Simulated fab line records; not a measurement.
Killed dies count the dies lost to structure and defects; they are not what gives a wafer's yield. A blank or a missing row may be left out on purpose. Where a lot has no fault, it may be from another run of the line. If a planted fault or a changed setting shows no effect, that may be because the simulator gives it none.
Which tool is to blame? | flow n5 finfet | 54 wafers from 18 lots sampled at 6 of the route's 1938 steps

## WHAT THE GAUGES READ, wafer by wafer
The record holds no reading of a measuring or inspecting step that can be judged against a usual standard deviation.

## EACH LOT AND THE TOOL THAT RAN IT (in order: tool; ch and the chambers of the sampled wafers; start)
lot  | N5_BEOL_M3_STRIP_66                | N5_BEOL_M3_STRIP_19                | N5_BEOL_M3_ALD_98                 | N5_BEOL_M3_VIA_ETCH_34             | N5_BEOL_M3_STRIP_36                | N5_BEOL_M3_ETCH_41
L074 | rie diel-04 ch 2,3, day 7 03:28    | rie diel-04 ch 1,2,3, day 7 03:43  | ald sin-01 ch 1,2,3, day 7 05:11  | rie diel-04 ch 1,2,3, day 7 05:33  | rie diel-04 ch 1,2,3, day 7 05:37  | rie diel-04 ch 1,2,3, no start
L076 | rie diel-03 ch 0,2,3, day 7 21:10  | rie diel-03 ch 1,2,3, day 7 21:19  | ald sin-01 ch 0,1, day 7 22:31    | rie diel-06 ch 0,1,2, day 7 22:47  | rie diel-06 ch 0,1,2, day 7 22:50  | rie diel-06 ch 0,1,2, no start
L077 | rie diel-06 ch 0,2,3, day 8 03:37  | rie diel-03 ch 0,1,2, day 8 03:52  | ald sin-01 ch 0,1,2, day 8 05:34  | rie diel-06 ch 0,2,3, day 8 07:48  | rie diel-06 ch 0,2,3, day 8 07:52  | rie diel-06 ch 0,2,3, no start
L079 | rie diel-04 ch 1,2, day 8 08:55    | rie diel-04 ch 1,2, day 8 09:09    | ald sin-02 ch 1,3, day 8 09:55    | rie diel-04 ch 1,2,3, day 8 14:10  | rie diel-04 ch 1,2,3, day 8 14:14  | rie diel-04 ch 1,2,3, no start
L078 | rie diel-06 ch 0,1,2, day 8 12:55  | rie diel-03 ch 0,2,3, day 8 13:10  | ald sin-03 ch 0,2,3, day 8 16:31  | rie diel-03 ch 1,2, day 8 22:51    | rie diel-03 ch 1,2, day 8 22:55    | rie diel-03 ch 1,2, no start
L080 | rie diel-04 ch 1,3, day 8 16:58    | rie diel-03 ch 0,1, day 8 17:07    | ald sin-01 ch 1,2, day 8 18:02    | rie diel-03 ch 1,2,3, day 8 18:20  | rie diel-03 ch 1,2,3, day 8 18:23  | rie diel-03 ch 1,2,3, no start
L081 | rie diel-06 ch 1,2,3, day 8 23:56  | rie diel-04 ch 0,1,3, day 9 00:06  | ald sin-02 ch 1,2, day 9 00:50    | rie diel-03 ch 0,1, day 9 05:25    | rie diel-03 ch 0,1, day 9 05:29    | rie diel-03 ch 0,1, no start
L082 | rie diel-03 ch 0,2,3, day 9 00:47  | rie diel-06 ch 0,1,2, day 9 00:56  | ald sin-02 ch 0,1,2, day 9 01:37  | rie diel-04 ch 1,3, day 9 08:09    | rie diel-04 ch 1,3, day 9 08:13    | rie diel-04 ch 1,3, no start
L084 | rie diel-04 ch 0,1, day 9 14:49    | rie diel-06 ch 0,2,3, day 9 15:04  | ald sin-03 ch 2,3, day 9 15:45    | rie diel-06 ch 0,2, day 10 06:33   | rie diel-06 ch 0,2, day 10 06:37   | rie diel-06 ch 0,2, no start
L083 | rie diel-04 ch 0,1,2, day 9 19:13  | rie diel-03 ch 0,3, day 9 19:25    | ald sin-02 ch 0,3, day 9 20:07    | rie diel-03 ch 0,1, day 10 06:35   | rie diel-03 ch 0,1, day 10 06:39   | rie diel-03 ch 0,1, no start
L085 | rie diel-04 ch 0,1,2, day 9 21:32  | rie diel-04 ch 0,1,2, day 9 21:42  | ald sin-01 ch 0,2,3, day 9 22:22  | rie diel-03 ch 0,2,3, day 9 23:17  | rie diel-03 ch 0,2,3, day 9 23:20  | rie diel-03 ch 0,2,3, no start
L087 | rie diel-04 ch 1,2,3, day 10 06:42 | rie diel-03 ch 2,3, day 10 06:51   | ald sin-02 ch 0,2,3, day 10 07:41 | rie diel-06 ch 2,3, day 10 11:51   | rie diel-06 ch 2,3, day 10 11:55   | rie diel-06 ch 2,3, no start
L090 | rie diel-03 ch 2,3, day 11 02:11   | rie diel-04 ch 0,1,2, day 11 02:21 | ald sin-01 ch 0,2,3, day 11 03:07 | rie diel-03 ch 0,1,3, day 11 03:40 | rie diel-03 ch 0,1,3, day 11 03:44 | rie diel-03 ch 0,1,3, no start
L091 | rie diel-04 ch 1,3, day 11 13:20   | rie diel-04 ch 2,3, day 11 13:31   | ald sin-02 ch 0,1,2, day 11 14:10 | rie diel-06 ch 1,2,3, day 11 18:25 | rie diel-06 ch 1,2,3, day 11 18:29 | rie diel-06 ch 1,2,3, no start
L089 | rie diel-03 ch 0,2, day 11 14:30   | rie diel-04 ch 0,2,3, day 11 14:39 | ald sin-02 ch 1,3, day 11 15:17   | rie diel-06 ch 2,3, day 11 21:47   | rie diel-06 ch 2,3, day 11 21:51   | rie diel-06 ch 2,3, no start
L093 | rie diel-03 ch 0,2,3, day 11 18:50 | rie diel-03 ch 0,1,3, day 11 18:59 | ald sin-03 ch 0,1,3, day 11 19:46 | rie diel-03 ch 1,2,3, day 12 00:32 | rie diel-03 ch 1,2,3, day 12 00:36 | rie diel-03 ch 1,2,3, no start
L095 | rie diel-06 ch 2,3, day 12 15:35   | rie diel-06 ch 0,3, day 12 15:44   | ald sin-03 ch 0,2,3, day 12 17:10 | rie diel-04 ch 0,2,3, day 12 17:50 | rie diel-04 ch 0,2,3, day 12 17:53 | rie diel-04 ch 0,2,3, no start
L097 | rie diel-06 ch 0,2, day 13 02:42   | rie diel-03 ch 0,1,3, day 13 02:52 | ald sin-02 ch 1,2,3, day 13 03:31 | rie diel-06 ch 0,2, day 13 10:11   | rie diel-06 ch 0,2, day 13 10:17   | rie diel-06 ch 0,2, no start
- N5_BEOL_M3_STRIP_66: strips in CF4.
- N5_BEOL_M3_STRIP_19: strips in O2.
- N5_BEOL_M3_ALD_98: deposits SiO2, target thk 2.5 nm, pulse time 1 s, co reactant pulse time 1 s.
- N5_BEOL_M3_VIA_ETCH_34: etches the open film in C4F6/O2, target depth 69.4 nm, time 65.9 s.
- N5_BEOL_M3_STRIP_36: strips in N2/H2.
- N5_BEOL_M3_ETCH_41: etches SiCN in CH3F/O2, target depth 29.9 nm, time 52.5 s.

## AS READ BY THE TOOLS THEMSELVES (means over the sampled wafers that have a number; for cases with no such wafer, the mark the record gives instead)
N5_BEOL_M3_STRIP_66.
lot  | tool        | drypump motor current A (A) | oes product au (a.u.) | rf vpp V (V) | showerhead plenum p Torr (Torr) | throttle valve pct (%)
L074 | rie diel-04 | 5.5                         | 0.80                  | 270.6        | 1.79                            | 13.51
L076 | rie diel-03 | 6.1                         | 0.85                  | 270.9        | 1.80                            | 13.26
L077 | rie diel-06 | 5.6                         | 0.81                  | 271.9        | 1.83                            | 13.51
L079 | rie diel-04 | 5.6                         | 0.72                  | 271.2        | 1.81                            | 13.63
L078 | rie diel-06 | 5.6                         | 0.73                  | 271.9        | 1.81                            | 13.86
L080 | rie diel-04 | 5.5                         | 0.75                  | 272.0        | 1.82                            | 13.59
L081 | rie diel-06 | 5.6                         | 0.80                  | 271.5        | 1.81                            | 13.67
L082 | rie diel-03 | 6.1                         | 0.84                  | 270.9        | 1.79                            | 13.27
L084 | rie diel-04 | 6.0                         | 0.85                  | 270.8        | 1.79                            | 13.61
L083 | rie diel-04 | 5.8                         | 0.79                  | 270.7        | 1.78                            | 13.62
L085 | rie diel-04 | 5.8                         | 0.80                  | 270.7        | 1.78                            | 13.61
L087 | rie diel-04 | 5.6                         | 0.74                  | 271.2        | 1.79                            | 13.61
L090 | rie diel-03 | 6.3                         | 0.83                  | 271.4        | 1.79                            | 13.41
L091 | rie diel-04 | 5.6                         | 0.70                  | 271.5        | 1.83                            | 13.70
L089 | rie diel-03 | 6.1                         | 0.86                  | 269.8        | 1.75                            | 13.23
L093 | rie diel-03 | 6.1                         | 0.82                  | 270.4        | 1.79                            | 13.33
L095 | rie diel-06 | 5.4                         | 0.80                  | 271.6        | 1.82                            | 13.62
L097 | rie diel-06 | 5.5                         | 0.87                  | 271.7        | 1.82                            | 13.42

N5_BEOL_M3_STRIP_19.
lot  | tool        | drypump motor current A (A) | o2 flow sccm (sccm) | oes product au (a.u.) | rf vpp V (V) | showerhead plenum p Torr (Torr) | temp c (C) | throttle valve pct (%)
L074 | rie diel-04 | 5.5                         | 224.8               | 0.76                  | 3.9          | 2.10                            | 40.03      | 16.64
L076 | rie diel-03 | 6.2                         | 224.8               | 0.82                  | 3.6          | 2.14                            | 40.08      | 16.69
L077 | rie diel-03 | 6.0                         | 225.0               | 0.86                  | 3.5          | 2.09                            | 40.09      | 16.51
L079 | rie diel-04 | 5.6                         | 225.0               | 0.77                  | 3.2          | 2.07                            | 39.96      | 16.65
L078 | rie diel-03 | 6.1                         | 225.1               | 0.86                  | 3.6          | 2.09                            | 40.04      | 16.38
L080 | rie diel-03 | 5.9                         | 224.7               | 0.79                  | 3.8          | 2.13                            | 39.92      | 16.73
L081 | rie diel-04 | 5.8                         | 224.9               | 0.81                  | 3.9          | 2.11                            | 40.05      | 16.71
L082 | rie diel-06 | 5.6                         | 225.6               | 0.74                  | 4.0          | 2.12                            | 40.07      | 16.94
L084 | rie diel-06 | 5.6                         | 224.8               | 0.80                  | 3.5          | 2.14                            | 39.99      | 16.62
L083 | rie diel-03 | 5.8                         | 224.1               | 0.84                  | 3.5          | 2.09                            | 40.07      | 16.28
L085 | rie diel-04 | 5.8                         | 224.7               | 0.81                  | 3.9          | 2.08                            | 39.99      | 16.72
L087 | rie diel-03 | 6.3                         | 224.5               | 0.80                  | 3.4          | 2.14                            | 40.11      | 16.59
L090 | rie diel-04 | 5.8                         | 225.4               | 0.78                  | 3.2          | 2.08                            | 40.06      | 16.74
L091 | rie diel-04 | 5.5                         | 225.5               | 0.77                  | 3.9          | 2.07                            | 39.85      | 16.65
L089 | rie diel-04 | 5.8                         | 225.0               | 0.81                  | 3.6          | 2.05                            | 40.15      | 16.68
L093 | rie diel-03 | 6.0                         | 225.4               | 0.77                  | 4.2          | 2.13                            | 39.91      | 16.63
L095 | rie diel-06 | 5.8                         | 224.9               | 0.89                  | 3.6          | 2.14                            | 39.90      | 16.29
L097 | rie diel-03 | 6.0                         | 225.0               | 0.76                  | 3.5          | 2.12                            | 39.95      | 16.64

N5_BEOL_M3_ALD_98.
lot  | tool       | heater power w (W) | precursor pulse height rel | susceptor temp C (C)
L074 | ald sin-01 | 82                 | 1.002                      | 100.04
L076 | ald sin-01 | 74                 | 1.012                      | 100.11
L077 | ald sin-01 | 79                 | 0.992                      | 99.99
L079 | ald sin-02 | 74                 | 0.983                      | 99.85
L078 | ald sin-03 | 80                 | 1.012                      | 99.92
L080 | ald sin-01 | 77                 | 1.002                      | 99.98
L081 | ald sin-02 | 66                 | 1.002                      | 100.02
L082 | ald sin-02 | 69                 | 1.002                      | 99.99
L084 | ald sin-03 | 82                 | 0.993                      | 99.95
L083 | ald sin-02 | 74                 | 1.010                      | 99.94
L085 | ald sin-01 | 83                 | 0.984                      | 99.90
L087 | ald sin-02 | 69                 | 1.005                      | 99.93
L090 | ald sin-01 | 84                 | 0.993                      | 99.99
L091 | ald sin-02 | 71                 | 0.999                      | 100.04
L089 | ald sin-02 | 74                 | 1.012                      | 100.19
L093 | ald sin-03 | 80                 | 1.003                      | 99.85
L095 | ald sin-03 | 83                 | 0.989                      | 100.11
L097 | ald sin-02 | 72                 | 0.996                      | 100.05

N5_BEOL_M3_VIA_ETCH_34.
lot  | tool        | C4F6_flow_sccm (sccm) | drypump motor current A (A) | oes product au (a.u.) | rf vpp V (V) | showerhead plenum p Torr (Torr) | throttle valve pct (%)
L074 | rie diel-04 | 10.01                 | 5.5                         | 0.77                  | 662          | 2.85                            | 30.8
L076 | rie diel-06 | 10.01                 | 5.6                         | 0.75                  | 676          | 2.86                            | 30.9
L077 | rie diel-06 | 9.97                  | 5.6                         | 0.82                  | 669          | 2.89                            | 30.6
L079 | rie diel-04 | 10.02                 | 5.5                         | 0.76                  | 661          | 2.85                            | 30.8
L078 | rie diel-03 | 9.97                  | 6.2                         | 0.81                  | 667          | 2.90                            | 31.0
L080 | rie diel-03 | 10.01                 | 6.2                         | 0.80                  | 662          | 2.90                            | 30.8
L081 | rie diel-03 | 10.00                 | 5.8                         | 0.83                  | 664          | 2.83                            | 30.6
L082 | rie diel-04 | 10.00                 | 5.5                         | 0.75                  | 666          | 2.88                            | 30.8
L084 | rie diel-06 | 9.98                  | 5.6                         | 0.73                  | 673          | 2.89                            | 30.8
L083 | rie diel-03 | 10.03                 | 5.8                         | 0.83                  | 665          | 2.83                            | 30.6
L085 | rie diel-03 | 10.02                 | 6.1                         | 0.84                  | 659          | 2.83                            | 30.5
L087 | rie diel-06 | 9.99                  | 5.6                         | 0.87                  | 663          | 2.88                            | 30.5
L090 | rie diel-03 | 9.99                  | 6.0                         | 0.78                  | 664          | 2.89                            | 30.7
L091 | rie diel-06 | 9.99                  | 5.6                         | 0.79                  | 669          | 2.84                            | 30.8
L089 | rie diel-06 | 9.98                  | 5.6                         | 0.85                  | 664          | 2.87                            | 30.5
L093 | rie diel-03 | 10.00                 | 6.3                         | 0.78                  | 663          | 2.89                            | 30.9
L095 | rie diel-04 | 10.00                 | 5.8                         | 0.81                  | 662          | 2.79                            | 30.8
L097 | rie diel-06 | 10.03                 | 5.6                         | 0.88                  | 674          | 2.88                            | 30.6

N5_BEOL_M3_STRIP_36.
lot  | tool        | drypump motor current A (A) | h2 flow sccm (sccm) | n2 flow sccm (sccm) | oes product au (a.u.) | rf vpp V (V) | showerhead plenum p Torr (Torr) | temp c (C) | throttle valve pct (%)
L074 | rie diel-04 | 5.6                         | 199.5               | 200.3               | 0.78                  | 58.4         | 2.54                            | 39.92      | 23.8
L076 | rie diel-06 | 5.6                         | 199.8               | 200.2               | 0.75                  | 59.7         | 2.57                            | 40.06      | 23.9
L077 | rie diel-06 | 5.6                         | 200.1               | 199.6               | 0.83                  | 58.2         | 2.59                            | 39.89      | 23.6
L079 | rie diel-04 | 5.5                         | 199.7               | 200.0               | 0.76                  | 59.4         | 2.54                            | 40.00      | 23.8
L078 | rie diel-03 | 6.2                         | 200.3               | 199.8               | 0.80                  | 57.6         | 2.59                            | 40.04      | 24.0
L080 | rie diel-03 | 6.2                         | 200.5               | 199.9               | 0.81                  | 59.7         | 2.58                            | 40.04      | 23.8
L081 | rie diel-03 | 5.8                         | 200.4               | 200.1               | 0.83                  | 60.0         | 2.53                            | 39.98      | 23.4
L082 | rie diel-04 | 5.5                         | 200.7               | 199.9               | 0.75                  | 60.6         | 2.57                            | 40.00      | 23.7
L084 | rie diel-06 | 5.6                         | 200.4               | 200.3               | 0.73                  | 60.1         | 2.59                            | 39.98      | 23.8
L083 | rie diel-03 | 5.8                         | 200.0               | 199.7               | 0.84                  | 58.7         | 2.52                            | 39.96      | 23.4
L085 | rie diel-03 | 6.1                         | 200.2               | 200.0               | 0.84                  | 59.9         | 2.52                            | 39.93      | 23.4
L087 | rie diel-06 | 5.6                         | 200.1               | 199.7               | 0.87                  | 58.9         | 2.58                            | 39.95      | 23.5
L090 | rie diel-03 | 6.0                         | 200.4               | 199.8               | 0.78                  | 59.1         | 2.57                            | 40.05      | 23.6
L091 | rie diel-06 | 5.6                         | 199.8               | 200.0               | 0.78                  | 58.3         | 2.55                            | 39.93      | 23.8
L089 | rie diel-06 | 5.6                         | 199.9               | 199.8               | 0.85                  | 59.7         | 2.58                            | 39.92      | 23.5
L093 | rie diel-03 | 6.2                         | 200.1               | 200.0               | 0.77                  | 61.2         | 2.57                            | 40.07      | 23.8
L095 | rie diel-04 | 5.8                         | 199.7               | 200.2               | 0.81                  | 58.5         | 2.49                            | 40.05      | 23.8
L097 | rie diel-06 | 5.6                         | 199.9               | 199.8               | 0.87                  | 59.6         | 2.58                            | 39.91      | 23.5

N5_BEOL_M3_ETCH_41.
lot  | tool        | drypump motor current A (A) | oes product au (a.u.) | rf vpp V (V) | showerhead plenum p Torr (Torr) | throttle valve pct (%)
L074 | rie diel-04 | 5.6                         | 0.77                  | 297.8        | 2.01                            | 16.3
L076 | rie diel-06 | 5.6                         | 0.74                  | 297.8        | 2.02                            | 16.5
L077 | rie diel-06 | 5.6                         | 0.82                  | 298.4        | 2.04                            | 16.2
L079 | rie diel-04 | 5.5                         | 0.76                  | 298.2        | 2.00                            | 16.3
L078 | rie diel-03 | 6.2                         | 0.80                  | 298.4        | 2.04                            | 16.5
L080 | rie diel-03 | 6.2                         | 0.81                  | 298.1        | 2.04                            | 16.3
L081 | rie diel-03 | 5.8                         | 0.83                  | 296.8        | 1.99                            | 16.1
L082 | rie diel-04 | 5.4                         | 0.75                  | 297.9        | 2.03                            | 16.3
L084 | rie diel-06 | 5.6                         | 0.73                  | 297.8        | 2.04                            | 16.4
L083 | rie diel-03 | 5.8                         | 0.83                  | 296.9        | 1.99                            | 16.1
L085 | rie diel-03 | 6.1                         | 0.85                  | 297.3        | 2.00                            | 16.0
L087 | rie diel-06 | 5.6                         | 0.87                  | 297.9        | 2.03                            | 16.0
L090 | rie diel-03 | 6.0                         | 0.77                  | 298.4        | 2.04                            | 16.3
L091 | rie diel-06 | 5.6                         | 0.78                  | 297.7        | 2.00                            | 16.4
L089 | rie diel-06 | 5.6                         | 0.85                  | 297.4        | 2.02                            | 16.1
L093 | rie diel-03 | 6.2                         | 0.78                  | 298.6        | 2.04                            | 16.4
L095 | rie diel-04 | 5.8                         | 0.82                  | 297.4        | 1.96                            | 16.3
L097 | rie diel-06 | 5.5                         | 0.87                  | 298.4        | 2.03                            | 16.2

## THE ANSWER, worked out from the rows above alone
Rule: what is usual is taken from the lots themselves. Put in order of their means at a reading, lots are off if they are a third of the lots or fewer, leave a main group of 4 or more, and stand apart from it by a gap of 3 or more times the standard deviation of the main group's means; of several such gaps the widest counts. A main group is skipped when, at the precision printed for the reading in the tables above, its means are all equal. A lot without any number at a reading at which 4 lots or more have one is off too. The other lots that the step has rows for count as sound. First the gauges in route order, then the tools' own readings, where a lot's mean is used as printed above. The first step at which some lot is off is used, and at that step the reading that is off furthest; a lot without a number counts as furthest.
No lot is off on any of the readings shown, so nothing can be concluded from this.

## WHAT THE SIMULATOR PUT IN
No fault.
